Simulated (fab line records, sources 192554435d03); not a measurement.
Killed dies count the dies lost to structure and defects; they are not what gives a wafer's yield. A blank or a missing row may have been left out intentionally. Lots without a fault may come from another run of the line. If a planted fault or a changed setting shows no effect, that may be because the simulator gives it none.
A struck lot beside a sound one + flow n5_finfet + 34 steps out of a route of 1938
Sound: wafers L143.2, L143.3, L143.4. Wafers L149.1, L149.2, L149.6 were the ones struck. The cause is given at the end.
Per side, at each step with rows, come the tool, then ch with its chambers, and then its first start. Under that, the readings that differ: sound wafers + struck wafers + difference of the means + sigmas: that difference in standard deviations of wafers without a fault.
alike: readings with means less than 2 such deviations apart, plus words and numbers identical on both sides. not compared: withheld readings, readings lacking a value on some wafer, bounds such as >300 that could conceal the same value, and numbers that have no deviation in the record and whose values overlap.
Wherever a step has rows on one side only, a row that says differs or no value, or a row with sigmas, the two part there. Numbers that have no deviation but don't overlap get no sigmas and don't part them. A reading that every wafer of one side lacks parts them only if that side has two wafers or more.

first, 10 steps without rows for these wafers: N5_BEOL_M10_STRIP_77 (strips in N2/H2, time 10 s); N5_BEOL_M10_HM_STRIP_39 (strips TiN in peroxide tin strip, target depth 25 nm, time 158 s); N5_BEOL_M10_SRD_40 (time 30 s); N5_BEOL_M10_PRECLEAN_42 (cleans in residue remover, time 60 s); N5_BEOL_M10_SRD_43 (time 30 s); N5_BEOL_M10_CURE_72 (cures SiCOH lowk, time 120 s); N5_BEOL_M10_DEGAS_44 (time 60 s); N5_BEOL_M10_PRE_CLEAN_45 (time 30 s); N5_BEOL_M10_ALD_74 (deposits TaN, target thk 2 nm, pulse time 2 s, purge time 3 s); N5_BEOL_M10_SURFACE_TREAT_76.
N5_BEOL_M10_CVD_75: deposits Co from CCTBA/H2, target thk 2 nm, time 138.9 s.
  sound on cvd_co-01 ch 0,2, day 12 09:34; struck on cvd_co-01 ch 1,2, day 14 12:40
then, 22 steps without rows for these wafers: N5_BEOL_M10_SPUTTER_48 (material Cu, target thk 12 nm, time 2 s); N5_BEOL_M10_ECD_50 (material Cu, target thk 318 nm); N5_BEOL_M10_ANNEAL_51 (time 90 s); N5_BEOL_M10_CMP_52 (polishes, stops on SiCOH lowk, t overpolish 7 s, target thk 140 nm); N5_BEOL_M10_PRE_CLEAN_55 (time 15 s); N5_BEOL_M10_DEP_56 (deposits SiCN from 3MS/NH3, target thk 15 nm, time 26.5 s); N5_BEOL_M11_ILD_DEP_00 (deposits SiCOH lowk from DEMS/porogen, target thk 308.51 nm, time 58 s); N5_BEOL_M11_CURE_71 (cures SiCOH lowk, time 240 s); N5_BEOL_M11_PECVD_70 (deposits SiO2 from TEOS/O2, target thk 20 nm, time 22.7 s); N5_BEOL_M11_HM_DEP_02 (deposits TiN, target thk 20 nm); N5_BEOL_M11_COAT_59 (time 60 s, resist thk 100 nm); N5_BEOL_M11_COAT_60 (time 60 s, resist thk 30 nm); N5_BEOL_M11_COAT_05 (resist thk 90 nm); N5_BEOL_M11_EBR_07; N5_BEOL_M11_SOFTBAKE_06 (time 60 s); N5_BEOL_M11_EXPOSE_08 (exposes mask M11); N5_BEOL_M11_PEB_09 (peb time 60 s); N5_BEOL_M11_DEVELOP_10 (develop time 30 s); N5_BEOL_M11_DESCUM_16 (chemistry O2, time 7.9 s); N5_BEOL_M11_ETCH_61 (etches SiARC in CF4, target depth 39 nm, time 65 s); N5_BEOL_M11_ETCH_62 (etches SOC in N2/H2, target depth 110 nm, overetch 22 nm, time 165 s); N5_BEOL_M11_STRIP_68 (strips in N2/H2).
N5_PASSIVATION_PROBE_49:
  sound: prober-01 at day 14 12:54; struck: prober-02 at day 16 11:35
| reading                  | sound          | struck         | difference | sigmas |
|--------------------------|----------------|----------------|------------|--------|
| defect_limited_yield (%) | 91.7 90.3 93.4 | 84.7 83.0 84.5 | -7.7       | -6     |
| killed_at_M4_up          | 31 23 25       | 47 89 87       | +48        | +9     |
| killed_dies              | 98 114 78      | 180 201 183    | +91        | +5     |
| killed_on_rim            | 11 17 14       | 37 37 24       | +19        | +5     |
| killed_short             | 22 28 23       | 50 37 39       | +18        | +2     |
| sort_bin_4_leakage (%)   | 0.08 0 0       | 1.44 0 0       | +0.45      | +3     |
| sort_bin_5_function (%)  | 4.9 6.2 4.1    | 9.8 10.8 9.3   | +4.9       | +5     |
| sort_bin_6_memory (%)    | 2.8 3.4 2.4    | 4.6 3.9 4.2    | +1.4       | +2     |
| sort_n_pass              | 1081 1066 1102 | 983 979 997    | -97        | -6     |
| sort_yield_pct (%)       | 91.6 90.3 93.4 | 83.3 83.0 84.5 | -8.2       | -5     |
  alike: killed_at_M0_to_M3, killed_at_contacts, killed_at_front_end, killed_at_other, killed_open

## WHERE THEY PART
Within this record, at N5_PASSIVATION_PROBE_49 only.

WHY: what the simulator had put in
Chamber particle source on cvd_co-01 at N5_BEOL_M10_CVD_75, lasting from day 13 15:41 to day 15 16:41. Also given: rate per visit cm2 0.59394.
